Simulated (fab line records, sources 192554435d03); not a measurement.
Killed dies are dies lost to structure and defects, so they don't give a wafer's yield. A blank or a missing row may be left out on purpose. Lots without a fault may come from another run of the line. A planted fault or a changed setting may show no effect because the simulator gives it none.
fab line records | flow n5_finfet
record lots=7 wafers=21
route steps=1938 shown FIN_SAQP@100 DUMMY_GATE@224 SD_EPI_N@267 ILD0@338 HKMG_FIN@392
start_h: hours from the record's first day to the start of the lot's first wafer shown | wait_h: hours since the lot's step before | " the same as in the row above | L1.1+2: a row that stands for several wafers | - no value, or no start given | * or withheld: withheld | < > ~ a bound
route shown NAME@n: a module of which the file shows steps, and the number in the route of the first | usual: mean/standard deviation of fault-free wafers | same: alike in all rows | chamber/n: place in a boat | sites: the reading at each site | _std_site: their standard deviation | _edge_site: outer sites' mean less inner sites' | radius_mm: how far each site lies from the wafer's centre | mask NAME#n: copy n | behind: the tool/chamber that last shaped the wafer | hold: why the lot was held/for how many hours/how that ended | device: the transistor (n, p or np) that didn't switch | end of line: the same wafers' tests at the end of the route | a step without rows: its recipe alone | killed: dies lost to structure and defects at the first sort, not the wafer's yield | map: a wafer's dies, x killed, . not, _ none there
set.NAME: the setting as run; set.NAME@STEP: as run at that earlier step | model.NAME: the simulator's own value behind a step, which no gauge read
lots whose settings were changed on purpose; a table a step, a row a wafer
## steps
# step N5_FIN_SAQP_PECVD_06
# recipe material=a-Si target_thk_a=600 temp_c=400 precursor=SiH4/He pressure_torr=3 rf_w=100 time_s=48.1
# columns lot.wafer tool chamber start_h wait_h set.time_s model.a-Si_of_FIN_SAQP_PECVD_06.thk_nm
L074.1 pecvd-03 0 21.30 0.0 48.1 59.21
L074.5 " 1 " " 48.1 61.5
L074.6 " 0 " " 48.1 60.21
L075.2 pecvd-04 1 27.59 0.0 46.25 56.88
L075.5 " 0 " " 48.1 60.06
L075.6 " 1 " " 48.1 59.32
L076.3 pecvd-03 1 34.44 0.0 49.94 62.54
L076.4 " 2 " " 49.94 63.26
L076.5 " 1 " " 49.94 62.96
L083.1 pecvd-02 2 76.01 0.0 48.1 59.41
L083.4 " 2 " " 48.1 60.5
L083.5 " 1 " " 48.1 61.03
L091.3 pecvd-03 2 123.79 0.0 48.1 59.25
L091.4 " 0 " " 48.1 60.56
L091.5 " 2 " " 48.1 60.69
L093.2 pecvd-04 1 135.40 0.0 48.1 59.34
L093.3 " 0 " " 48.1 60.37
L093.4 " 1 " " 48.1 59.62
L094.1 pecvd-02 1 141.18 0.0 54.56 68.05
L094.2 " 0 " " 48.1 59.35
L094.3 " 2 " " 48.1 59.79
# step N5_FIN_SAQP_THK_MEAS_07
# usual thk_nm=60.2/0.78
# columns lot.wafer tool chamber start_h wait_h set.time_s@FIN_SAQP_PECVD_06 thk_nm
L074.1 film_metro-02 - 21.39 0.1 48.1 59.2
L074.5 " - " " 48.1 61.5
L074.6 " - " " 48.1 60.2
L075.2 film_metro-02 - 27.71 0.1 46.25 56.9
L075.5 " - " " 48.1 60.0
L075.6 " - " " 48.1 59.3
L076.3 film_metro-01 - 34.53 0.1 49.94 62.5
L076.4 " - " " 49.94 63.3
L076.5 " - " " 49.94 63.0
L083.1 film_metro-02 - 76.09 0.1 48.1 59.4
L083.4 " - " " 48.1 60.5
L083.5 " - " " 48.1 61.0
L091.3 film_metro-01 - 123.89 0.1 48.1 59.3
L091.4 " - " " 48.1 60.6
L091.5 " - " " 48.1 60.6
L093.2 film_metro-01 - 135.49 0.1 48.1 59.3
L093.3 " - " " 48.1 60.4
L093.4 " - " " 48.1 59.6
L094.1 film_metro-01 - 141.27 0.1 54.56 68.1
L094.2 " - " " 48.1 59.4
L094.3 " - " " 48.1 59.8
# step N5_FIN_SAQP_DEVELOP_15
# recipe develop_time_s=30 developer=TMAH resist=CAR-ArF dev_temp_c=23 rinse_liquid=diw dry=air_spin
# columns lot.wafer tool chamber start_h wait_h set.develop_time_s
L074.1+6 litho_track-03 0 - - 23.38
L074.5 " 0 " " 30
L075.2+5+6 litho_track-05 0 - - 30
L076.3+4+5 litho_track-05 0 - - 30
L083.1+4+5 litho_track-05 0 - - 30
L091.3+4+5 litho_track-03 0 - - 25.42
L093.2+3+4 litho_track-02 0 - - 30
L094.1+2+3 litho_track-02 0 - - 30
# step N5_FIN_SAQP_HM_OPEN_73
# recipe chemistry=CHF3/O2 target=SiO2 stop_on=a-Si target_depth_a=120 over_etch_frac=1.8 mask_material=SOC time_s=16.8 pressure_mtorr=30 source_w=650 bias_w=170 Ar_flow_sccm=200 CHF3_flow_sccm=50 O2_flow_sccm=5 ion_energy_ev=200 ends=end_point
# step N5_FIN_SAQP_STRIP_74
# recipe chemistry=CHF3/O2 resist=SiARC rf_frequency_hz=6e+07
# step N5_FIN_SAQP_MANDREL_ETCH_22
# recipe target_depth_a=600 chemistry=HBr/Cl2 target=a-Si stop_on=SiNx bt_time_s=10 over_etch_frac=0.5 time_s=30 pressure_mtorr=10 icp_w=800 bias_w=75 HBr_flow_sccm=150 Cl2_flow_sccm=80 ends=end_point
# columns lot.wafer tool chamber start_h wait_h set.time_s@FIN_SAQP_PECVD_06 model.etch.depth_nm
L074.1 rie_si-05 2 22.13 0.0 48.1 59.21
L074.5 " 2 " " 48.1 61.45
L074.6 " 1 " " 48.1 60.16
L075.2 rie_si-05 3 28.59 0.0 46.25 56.85
L075.5 " 3 " " 48.1 60.02
L075.6 " 2 " " 48.1 59.31
L076.3 rie_si-05 1 35.27 0.0 49.94 62.54
L076.4 " 2 " " 49.94 63.26
L076.5 " 1 " " 49.94 62.91
L083.1 rie_si-05 2 76.97 0.0 48.1 59.41
L083.4 " 1 " " 48.1 60.48
L083.5 " 3 " " 48.1 61.03
L091.3 rie_si-02 0 124.62 0.0 48.1 59.25
L091.4 " 1 " " 48.1 60.54
L091.5 " 0 " " 48.1 60.67
L093.2 rie_si-05 3 136.38 0.0 48.1 59.33
L093.3 " 1 " " 48.1 60.34
L093.4 " 0 " " 48.1 59.62
L094.1 rie_si-05 3 142.26 0.0 54.56 68.01
L094.2 " 1 " " 48.1 59.3
L094.3 " 2 " " 48.1 59.79
# step N5_FIN_SAQP_STRIP_55
# recipe chemistry=N2/H2 power_w=500 temp_c=40 pressure_mtorr=50 rf_frequency_hz=6e+07 overash_fraction=0.3 bias_power_w=28 h2_frac=0.5 n2_flow_sccm=300 h2_flow_sccm=300
# step N5_FIN_SAQP_STRIP_23
# recipe chemistry=SPM time_s=750 temp_c=130 h2so4_h2o2_vol_ratio=4
# step N5_FIN_SAQP_RECESS_75
# recipe chemistry=HF/NH3 target=SiO2 target_depth_a=144 afs_cycles=3 temp_c=30 sublimation_temp_c=180 sublimation_time_s=60
# step N5_FIN_SAQP_SPACER1_ALD_24
# recipe material=SiO2 target_thk_a=203 temp_c=300 ald_precursor_family=BDEAS ald_co_reactant=O2-plasma pulse_time_s=1 purge_time_s=2 co_reactant_purge_time_s=2 ald_cycles=218 pressure_torr=2
# step N5_FIN_SAQP_SPACER1_ETCHBACK_25
# recipe chemistry=CHF3/O2 mode=anisotropic_etchback target=SiO2 target_depth_a=244 time_s=12.2 pressure_mtorr=30 source_w=650 bias_w=170 Ar_flow_sccm=200 CHF3_flow_sccm=50 O2_flow_sccm=5 ion_energy_ev=200
# columns lot.wafer tool chamber start_h wait_h set.time_s@FIN_SAQP_PECVD_06 model.a-Si_of_FIN_SAQP_PECVD_06.thk_nm
L074.1 rie_diel-05 0 24.23 0.4 48.1 58.2
L074.5 " 0 " " 48.1 60.6
L074.6 " 1 " " 48.1 59.2
L075.2 rie_diel-06 1 30.38 0.4 46.25 56
L075.5 " 1 " " 48.1 59.2
L075.6 " 3 " " 48.1 58.4
L076.3 rie_diel-05 2 36.79 0.4 49.94 61.6
L076.4 " 2 " " 49.94 62.4
L076.5 " 0 " " 49.94 62
L083.1 rie_diel-06 0 78.80 0.4 48.1 58.4
L083.4 " 0 " " 48.1 59.6
L083.5 " 2 " " 48.1 60.2
L091.3 rie_diel-01 2 126.14 0.4 48.1 58.4
L091.4 " 0 " " 48.1 59.6
L091.5 " 2 " " 48.1 59.8
L093.2 rie_diel-06 2 138.53 0.4 48.1 58.4
L093.3 " 3 " " 48.1 59.4
L093.4 " 0 " " 48.1 58.6
L094.1 rie_diel-05 3 143.78 0.4 54.56 67.2
L094.2 " 2 " " 48.1 58.4
L094.3 " 0 " " 48.1 58.8
# step N5_DUMMY_GATE_COAT_28
# recipe resist=underlayer temp_c=205 time_s=60 spin_rpm=1500 resist_thk_nm=10
# columns lot.wafer tool chamber start_h wait_h set.spin_rpm model.underlayer_of_DUMMY_GATE_COAT_28.thk_nm
L074.1+5+6 litho_track-04 0 - - 1500 10
L075.2+5+6 litho_track-03 0 - - 1500 10
L076.3 litho_track-03 0 - - 1585 9.8
L076.4+5 " 0 " " 1500 10
L083.1+4 litho_track-03 0 - - 1500 10
L083.5 " 0 " " 1574 9.8
L091.3 litho_track-05 0 - - 1500 10
L091.4+5 " 0 " " 1664 9.4
L093.2+3+4 litho_track-03 0 - - 1500 10
L094.1+2 litho_track-04 0 - - 1500 10
L094.3 " 0 " " 1572 9.8
# step N5_SD_EPI_N_EXPOSE_06
# recipe mask_id=SD_N_BLK na=1.35 source_shape=conventional sigma_outer=0.8 polarization=unpolarized target_cd_nm=120 dose_mj=39.75
# columns lot.wafer tool chamber start_h wait_h mask set.dose_mj
L074.1 arfi_scanner-03 0 49.70 - SD_N_BLK#0 39.75
L074.5+6 " 0 " " SD_N_BLK#0 37.5
L075.2+5+6 arfi_scanner-01 0 55.58 - SD_N_BLK#0 39.75
L076.3+4+5 arfi_scanner-01 0 60.47 - SD_N_BLK#0 41.95
L083.1+4+5 arfi_scanner-03 0 105.28 - SD_N_BLK#0 39.75
L091.3+4 arfi_scanner-03 0 149.85 - SD_N_BLK#0 39.75
L091.5 " 0 " " SD_N_BLK#0 42.69
L093.2+3+4 arfi_scanner-01 0 163.16 - SD_N_BLK#0 39.75
L094.1+3 arfi_scanner-03 0 169.47 - SD_N_BLK#0 41.63
L094.2 " 0 " " SD_N_BLK#0 39.75
# step N5_SD_EPI_N_DEVELOP_08
# recipe develop_time_s=30 developer=TMAH resist=CAR-ArF-block dev_temp_c=23 rinse_liquid=diw dry=air_spin
# columns lot.wafer tool chamber start_h wait_h set.develop_time_s
L074.1+6 litho_track-01 0 - - 33.81
L074.5 " 0 " " 30
L075.2+5 litho_track-01 0 - - 30
L075.6 " 0 " " 35.1
L076.3+4+5 litho_track-01 0 - - 30
L083.1 litho_track-02 0 - - 30
L083.4+5 " 0 " " 35.67
L091.3+4+5 litho_track-02 0 - - 30
L093.2+3+4 litho_track-03 0 - - 30
L094.1+2+3 litho_track-03 0 - - 30
# step N5_SD_EPI_N_CD_MEAS_09
# recipe target_cd_nm=120 landing_energy_ev=500 detector=se_inlens
# usual cd_nm=119.7/0.9
# columns lot.wafer tool chamber start_h wait_h set.dose_mj@SD_EPI_N_EXPOSE_06 cd_nm
L074.1 cd_sem-01 0 49.83 - 39.75 120.4
L074.5 " 0 " " 37.5 115.0
L074.6 " 0 " " 37.5 114.8
L075.2 cd_sem-03 0 55.70 - 39.75 120.5
L075.5 " 0 " " 39.75 119.3
L075.6 " 0 " " 39.75 119.9
L076.3 cd_sem-03 0 60.59 - 41.95 123.8
L076.4 " 0 " " 41.95 124.4
L076.5 " 0 " " 41.95 124.2
L083.1 cd_sem-01 0 105.40 - 39.75 119.7
L083.4 " 0 " " 39.75 122.1
L083.5 " 0 " " 39.75 121.5
L091.3 cd_sem-02 0 149.97 - 39.75 117.4
L091.4 " 0 " " 39.75 117.8
L091.5 " 0 " " 42.69 123.2
L093.2 cd_sem-03 0 163.28 - 39.75 120.3
L093.3 " 0 " " 39.75 120.8
L093.4 " 0 " " 39.75 120.4
L094.1 cd_sem-02 0 169.59 - 41.63 123.1
L094.2 " 0 " " 39.75 119.7
L094.3 " 0 " " 41.63 123.1
# step N5_SD_EPI_N_DESCUM_14
# recipe chemistry=O2 time_s=7.9 source_power_w=50 bias_power_w=20 pressure_mtorr=20 rf_frequency_hz=2.712e+07 temp_c=40 resist=CAR-ArF-block o2_flow_sccm=225
# columns lot.wafer tool chamber start_h wait_h set.dose_mj@SD_EPI_N_EXPOSE_06 model.SD_EPI_N.cd_nm
L074.1 rie_diel-06 1 49.95 0.1 39.75 120.4
L074.5 " 0 " " 37.5 115
L074.6 " 1 " " 37.5 114.8
L075.2 rie_diel-01 1 55.79 0.0 39.75 120.6
L075.5 " 3 " " 39.75 119.2
L075.6 " 2 " " 39.75 119.8
L076.3 rie_diel-01 1 60.67 0.0 41.95 123.8
L076.4 " 2 " " 41.95 124.4
L076.5 " 2 " " 41.95 124.2
L083.1 rie_diel-01 1 105.67 0.2 39.75 120
L083.4 " 2 " " 39.75 122
L083.5 " 2 " " 39.75 121
L091.3 rie_diel-01 0 150.05 0.0 39.75 117.6
L091.4 " 2 " " 39.75 117.4
L091.5 " 3 " " 42.69 122.6
L093.2 rie_diel-01 1 163.62 0.3 39.75 120.2
L093.3+4 " 2,0 " " 39.75 120.4
L094.1 rie_diel-06 3 169.81 0.2 41.63 123.2
L094.2 " 0 " " 39.75 119.8
L094.3 " 2 " " 41.63 123
# step N5_SD_EPI_N_ETCH_34
# recipe chemistry=CF4 target=SiARC target_depth_a=455 mask_material=CAR-ArF-block time_s=75.8 ion_energy_ev=80 pressure_mtorr=40 source_w=545 bias_w=36 Ar_flow_sccm=100 cf4_flow_sccm=100 ends=cleared
# step N5_SD_EPI_N_ETCH_35
# recipe chemistry=N2/H2 target=SOC overetch_a=1080 mask_material=SiARC temp_c=40 ion_energy_ev=100 source_w=3000 bias_w=133 pressure_mtorr=20 time_s=486 n2_flow_sccm=200 h2_flow_sccm=200
# columns lot.wafer tool chamber start_h wait_h set.dose_mj@SD_EPI_N_EXPOSE_06 model.SD_EPI_N.cd_nm
L074.1 rie_diel-06 1 50.04 0.0 39.75 120.8
L074.5 " 0 " " 37.5 115
L074.6 " 1 " " 37.5 114.8
L075.2 rie_diel-01 1 55.88 0.0 39.75 119
L075.5 " 3 " " 39.75 118.8
L075.6 " 2 " " 39.75 119.4
L076.3 rie_diel-01 1 60.76 0.0 41.95 122.2
L076.4 " 2 " " 41.95 123
L076.5 " 2 " " 41.95 123.2
L083.1 rie_diel-01 1 105.76 0.0 39.75 118.4
L083.4 " 2 " " 39.75 122
L083.5 " 2 " " 39.75 119.8
L091.3+4 rie_diel-01 0,2 150.15 0.0 39.75 117
L091.5 " 3 " " 42.69 122.2
L093.2 rie_diel-01 1 163.71 0.0 39.75 121.2
L093.3+4 " 2,0 " " 39.75 120.8
L094.1 rie_diel-06 3 169.90 0.0 41.63 124.2
L094.2 " 0 " " 39.75 121
L094.3 " 2 " " 41.63 124
# step N5_SD_EPI_N_STRIP_36
# recipe chemistry=N2/H2 temp_c=40 n2_flow_sccm=200 h2_flow_sccm=200 rf_frequency_hz=6e+07
# step N5_SD_EPI_N_ETCHBACK_44
# recipe chemistry=CH3F/O2 mode=anisotropic_etchback target=SiNx target_depth_a=145 stop_on=SiO2 over_etch_frac=0.3 ion_energy_ev=120 pressure_mtorr=30 source_w=395 bias_w=73 Ar_flow_sccm=150 CH3F_flow_sccm=30 O2_flow_sccm=20
# columns lot.wafer tool chamber start_h wait_h set.dose_mj@SD_EPI_N_EXPOSE_06 model.SD_EPI_N.cd_nm
L074.1 rie_diel-06 1 50.36 0.0 39.75 120.8
L074.5 " 0 " " 37.5 115.2
L074.6 " 1 " " 37.5 114.8
L075.2 rie_diel-01 1 56.20 0.0 39.75 119
L075.5 " 3 " " 39.75 118.8
L075.6 " 2 " " 39.75 119.4
L076.3 rie_diel-01 1 61.09 0.0 41.95 122.4
L076.4 " 2 " " 41.95 123
L076.5 " 2 " " 41.95 123.4
L083.1 rie_diel-01 1 106.08 0.0 39.75 118.4
L083.4 " 2 " " 39.75 121.8
L083.5 " 2 " " 39.75 119.8
L091.3+4 rie_diel-01 0,2 150.47 0.0 39.75 117
L091.5 " 3 " " 42.69 122.2
L093.2 rie_diel-01 1 164.03 0.0 39.75 121
L093.3 " 2 " " 39.75 120.6
L093.4 " 0 " " 39.75 120.8
L094.1 rie_diel-06 3 170.22 0.0 41.63 124.2
L094.2 " 0 " " 39.75 121
L094.3 " 2 " " 41.63 123.8
# step N5_SD_EPI_N_ETCH_45
# recipe chemistry=CH3F/O2 target=SiOCN target_depth_a=60 mask_material=SOC ion_energy_ev=60 bias_w=29 pressure_mtorr=15 source_w=410 Ar_flow_sccm=150 CH3F_flow_sccm=30 O2_flow_sccm=20
# columns lot.wafer tool chamber start_h wait_h set.dose_mj@SD_EPI_N_EXPOSE_06 model.SD_EPI_N.cd_nm
L074.1 rie_diel-06 1 50.46 0.1 39.75 121
L074.5 " 0 " " 37.5 115.2
L074.6 " 1 " " 37.5 115
L075.2 rie_diel-01 1 56.30 0.1 39.75 119.2
L075.5 " 3 " " 39.75 118.8
L075.6 " 2 " " 39.75 119.4
L076.3 rie_diel-01 1 61.19 0.1 41.95 122.4
L076.4 " 2 " " 41.95 123
L076.5 " 2 " " 41.95 123.2
L083.1 rie_diel-01 1 106.18 0.1 39.75 118.6
L083.4 " 2 " " 39.75 121.8
L083.5 " 2 " " 39.75 119.8
L091.3+4 rie_diel-01 0,2 150.57 0.1 39.75 117
L091.5 " 3 " " 42.69 122.4
L093.2 rie_diel-01 1 164.13 0.1 39.75 121
L093.3+4 " 2,0 " " 39.75 120.6
L094.1 rie_diel-06 3 170.32 0.1 41.63 124.4
L094.2 " 0 " " 39.75 121
L094.3 " 2 " " 41.63 124
# step N5_SD_EPI_N_ETCH_16
# recipe chemistry=CHF3/O2 target=SiO2 target_depth_a=50 mask_material=SOC pressure_mtorr=30 source_w=650 bias_w=170 Ar_flow_sccm=200 CHF3_flow_sccm=50 O2_flow_sccm=5 ion_energy_ev=200
# step N5_SD_EPI_N_STRIP_47
# recipe chemistry=CHF3/O2 resist=SiARC rf_frequency_hz=6e+07
# step N5_SD_EPI_N_SD_RECESS_17
# recipe chemistry=HBr/Cl2/O2 target_depth_a=410 mask_material=SOC time_s=23.7 bt_time_s=3 pressure_mtorr=10 icp_w=800 bias_w=112 HBr_flow_sccm=150 Cl2_flow_sccm=80 O2_flow_sccm=12
# columns lot.wafer tool chamber start_h wait_h set.dose_mj@SD_EPI_N_EXPOSE_06 model.SD_EPI_N.cd_nm
L074.1 rie_si-03 3 50.63 0.0 39.75 121.2
L074.5 " 3 " " 37.5 115.2
L074.6 " 0 " " 37.5 115
L075.2 rie_si-02 3 56.47 0.0 39.75 119
L075.5 " 3 " " 39.75 118.8
L075.6 " 0 " " 39.75 119.2
L076.3 rie_si-03 0 61.36 0.0 41.95 122.4
L076.4 " 2 " " 41.95 123
L076.5 " 3 " " 41.95 123.4
L083.1 rie_si-02 2 106.35 0.0 39.75 118.2
L083.4 " 2 " " 39.75 121.8
L083.5 " 0 " " 39.75 119.8
L091.3+4 rie_si-03 3 150.74 0.0 39.75 117
L091.5 " 0 " " 42.69 122.6
L093.2 rie_si-05 3 164.30 0.0 39.75 121
L093.3+4 " 0,1 " " 39.75 120.6
L094.1 rie_si-02 0 170.49 0.0 41.63 124.4
L094.2 " 2 " " 39.75 121
L094.3 " 3 " " 41.63 124
# step N5_ILD0_CMP_03
# recipe stop_on=SiNx t_overpolish_s=1.9 post_cmp_clean=alkaline_brush down_force_psi=4.1491 platen_rpm=51.796 pad_velocity_m_s=1.0306 target_thk_nm=197.38
# usual time_to_endpoint_s=71/4.1
# columns lot.wafer tool chamber start_h wait_h set.down_force_psi time_to_endpoint_s
L074.1 cmp-02 2 61.44 0.1 4.54 67
L074.6 " 1 " " 4.54 61
L074.5 " 2 " " 4.1491 74
L075.2 cmp-04 2 67.18 0.1 4.1491 74
L075.5 " 1 " " 4.1491 71
L075.6 " 2 " " 4.1491 72
L076.4 cmp-02 0 73.44 0.1 4.1491 73
L076.3 " 2 " " 4.1491 72
L076.5 " 0 " " 4.1491 75
L083.1 cmp-04 2 117.81 0.1 4.1491 75
L083.4 " 3 " " 4.1491 82
L083.5 " 2 " " 3.594 91
L091.3 cmp-02 3 162.28 0.0 4.1491 70
L091.4 " 1 " " 4.1491 70
L091.5 " 3 " " 4.1491 71
L093.3 cmp-02 2 174.92 0.0 4.1491 75
L093.4 " 3 " " 4.1491 68
L093.2 " 0 " " 4.1491 72
L094.3 cmp-04 1 182.20 0.0 3.435 77
L094.2 " 2 " " 3.435 85
L094.1 " 0 " " 4.1491 67
# step N5_HKMG_FIN_COAT_43
# recipe resist=CAR-ArF spin_rpm=1500 resist_thk_nm=90
# columns lot.wafer tool chamber start_h wait_h set.spin_rpm model.CAR-ArF_of_HKMG_FIN_COAT_43.thk_nm
L074.1 litho_track-02 0 - - 1652 85.6
L074.5 " 0 " " 1652 85.4
L074.6 " 0 " " 1500 89.8
L075.2+6 litho_track-04 0 - - 1500 90.4
L075.5 " 0 " " 1500 90.2
L076.3 litho_track-01 0 - - 1421 92.6
L076.4 " 0 " " 1500 90
L076.5 " 0 " " 1500 90.2
L083.1 litho_track-01 0 - - 1500 90.4
L083.4+5 " 0 " " 1500 90.2
L091.3 litho_track-01 0 - - 1442 92.2
L091.4 " 0 " " 1500 90.4
L091.5 " 0 " " 1442 92
L093.2 litho_track-04 0 - - 1500 89.8
L093.3+4 " 0 " " 1500 90.2
L094.1+2+3 litho_track-01 0 - - 1500 90
## key
split step=N5_FIN_SAQP_PECVD_06 setting=time_s stated=48.1 by=wafer
response step=N5_FIN_SAQP_PECVD_06 reading=model.a-Si_of_FIN_SAQP_PECVD_06.thk_nm change=+0.639 per=1% r=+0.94
response step=N5_FIN_SAQP_THK_MEAS_07 reading=thk_nm change=* per=1% r=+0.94
response step=N5_FIN_SAQP_MANDREL_ETCH_22 reading=model.etch.depth_nm change=+0.638 per=1% r=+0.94
response step=N5_FIN_SAQP_SPACER1_ETCHBACK_25 reading=model.a-Si_of_FIN_SAQP_PECVD_06.thk_nm change=+0.647 per=1% r=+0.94
split step=N5_FIN_SAQP_DEVELOP_15 setting=develop_time_s stated=30 by=wafer
response none clear
split step=N5_DUMMY_GATE_COAT_28 setting=spin_rpm stated=1500 by=wafer
response step=N5_DUMMY_GATE_COAT_28 reading=model.underlayer_of_DUMMY_GATE_COAT_28.thk_nm change=-0.0484 per=1% r=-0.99
split step=N5_SD_EPI_N_EXPOSE_06 setting=dose_mj stated=39.75 by=wafer
response step=N5_SD_EPI_N_CD_MEAS_09 reading=cd_nm change=+0.819 per=1% r=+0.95
response step=N5_SD_EPI_N_DESCUM_14 reading=model.SD_EPI_N.cd_nm change=+0.774 per=1% r=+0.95
response step=N5_SD_EPI_N_ETCH_35 reading=model.SD_EPI_N.cd_nm change=+0.793 per=1% r=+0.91
response step=N5_SD_EPI_N_ETCHBACK_44 reading=model.SD_EPI_N.cd_nm change=+0.783 per=1% r=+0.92
response step=N5_SD_EPI_N_ETCH_45 reading=model.SD_EPI_N.cd_nm change=+0.811 per=1% r=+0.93
response step=N5_SD_EPI_N_SD_RECESS_17 reading=model.SD_EPI_N.cd_nm change=+0.835 per=1% r=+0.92
split step=N5_SD_EPI_N_DEVELOP_08 setting=develop_time_s stated=30 by=wafer
response none clear
split step=N5_ILD0_CMP_03 setting=down_force_psi stated=4.1491 by=wafer
response step=N5_ILD0_CMP_03 reading=time_to_endpoint_s change=* per=1% r=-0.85
split step=N5_HKMG_FIN_COAT_43 setting=spin_rpm stated=1500 by=wafer
response step=N5_HKMG_FIN_COAT_43 reading=model.CAR-ArF_of_HKMG_FIN_COAT_43.thk_nm change=-0.436 per=1% r=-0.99
